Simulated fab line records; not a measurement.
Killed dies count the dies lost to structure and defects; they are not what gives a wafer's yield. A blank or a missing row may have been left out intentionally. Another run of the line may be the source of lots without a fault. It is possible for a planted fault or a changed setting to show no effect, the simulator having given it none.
Lot-split experiment -- flow n5 finfet -- 21 wafers read from 7 lots, route of 1938 steps

## ABOUT THE SPLIT
At N5_FIN_SAQP_SPACER1_ALD_24 (deposits SiO2, target thk 20.3 nm, pulse time 1 s, purge time 2 s), the setting ald cycles was moved away from the recipe's 218 on 9 of the 21 wafers read, by -8.3% to +13.3%. This setting was run at the recipe's value on the other wafers.

## FROM THE SPLIT TO THE READING: what the file shows between them, 2 steps
- N5_FIN_SAQP_SPACER1_ETCHBACK_25: etches SiO2 in CHF3/O2, target depth 24.4 nm, time 12.2 s
- N5_FIN_SAQP_MANDREL1_REMOVE_56: chemistry HBr/Cl2/O2, target a-Si, stops on SiNx, bt time 10 s

## THE READING
cd nm at N5_FIN_SAQP_CD_MEAS_27, given in nm (cd target 20 nm). Typical for fault-free wafers on this fab line: 20.26 nm, with standard deviation 0.24 nm.

wafer,"tool, chamber at the split",ald cycles as run,against the recipe,"cd nm, nm",against lot-mates on the recipe
L075.3,"ald sin-02, 3",229,+5.0%,21.01,+0.85
L075.4,"ald sin-02, 1,3",218,recipe,19.88,-
L075.6,"ald sin-02, 1,3",218,recipe,20.44,-
L078.3,"ald sin-03, 2",235,+7.8%,22.07,+1.82
L078.4,"ald sin-03, 0",218,recipe,20.47,-
L078.6,"ald sin-03, 1",218,recipe,20.04,-
L079.3,"ald sin-02, 3",200,-8.3%,18.73,-1.40
L079.4,"ald sin-02, 1",218,recipe,20.00,-
L079.6,"ald sin-02, 3",218,recipe,20.27,-
L080.1,"ald sin-02, 3",218,recipe,20.53,-
L080.2,"ald sin-02, 0,2",203,-6.9%,18.87,-1.66
L080.4,"ald sin-02, 0,2",203,-6.9%,18.74,-1.79
L086.2,"ald sin-03, 1",218,recipe,20.20,-
L086.3,"ald sin-03, 0,3",218,recipe,20.81,-
L086.5,"ald sin-03, 0,3",218,recipe,20.44,-
L090.1,"ald sin-01, 3,2",247,+13.3%,22.94,no lot-mate on the recipe
L090.4,"ald sin-01, 3,2",247,+13.3%,22.48,no lot-mate on the recipe
L090.6,"ald sin-01, 3",247,+13.3%,22.80,no lot-mate on the recipe
L093.1,"ald sin-03, 0",218,recipe,20.43,-
L093.2,"ald sin-03, 2",246,+12.8%,23.09,+2.70
L093.6,"ald sin-03, 2",218,recipe,20.35,-
The file does not say which wafer passed through which chamber wherever a row lists several chambers: such a row stands for several wafers.

FIT RESULTS
A straight line over all 21 wafers: cd nm changes by +0.195 nm for each +1% of ald cycles; r = +0.98; the points scatter about the line by 0.25 nm.
The same after taking each lot's own level away (the mean of its wafers on the recipe; 18 wafers): +0.214 nm for each +1%; r = +0.98; scatter 0.23 nm.
That fit puts the effect of the largest move of ald cycles on the reading at 2.8 nm.
Across the lots, their own levels run from 20.135 to 20.530 nm, a range of 1.6 times the standard deviation given above.
The two slopes agree, so the slope changes little with the lot-to-lot level.
Check: with one of the wafers moved furthest among these (+12.8%) left out of the fit, the line predicts +2.75 nm for it against its lot-mates. It came out at +2.7 nm against them.

## ADDITIONAL SPLITS CARRIED BY THESE WAFERS
Before the reading, these wafers also passed through other splits. Each is held against what the fit with the lots' levels taken away leaves over:
other split on the same wafers,wafers away from the commonest value,r with cd nm (lot level and that fit taken away)
N5_ZERO_LAYER_PECVD_02 time s,4,+0.23
N5_WELL_APT_COAT_02 spin rpm,8,+0.31
N5_FIN_SAQP_COAT_49 spin rpm,9,+0.08
N5_FIN_SAQP_PEB_14 peb time s,13,-0.14

## THE WHOLE CHAIN: every reading that the file lists as answering this split, in the file's order
step,what it does,reading,change (the file's fit),r (the file's)
N5_FIN_SAQP_SPACER1_ALD_24,"deposits SiO2, target thk 20.3 nm, pulse time 1 s, purge time 2 s","SiO2_of_FIN_SAQP_SPACER1_ALD_24.thk nm (the simulator's own value, which no gauge read)",+0.193 nm for each +1% of the setting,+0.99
N5_FIN_SAQP_MANDREL1_REMOVE_56,"chemistry HBr/Cl2/O2, target a-Si, stops on SiNx, bt time 10 s","FIN_SAQP.cd nm (the simulator's own value, which no gauge read)",+0.203 nm for each +1% of the setting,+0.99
N5_FIN_SAQP_CD_MEAS_27,target cd 20 nm,cd nm,+0.209 nm for each +1% of the setting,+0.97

## THE FILE'S OWN FIT
cd nm changes by +0.209 nm for each +1% of ald cycles, r = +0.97.
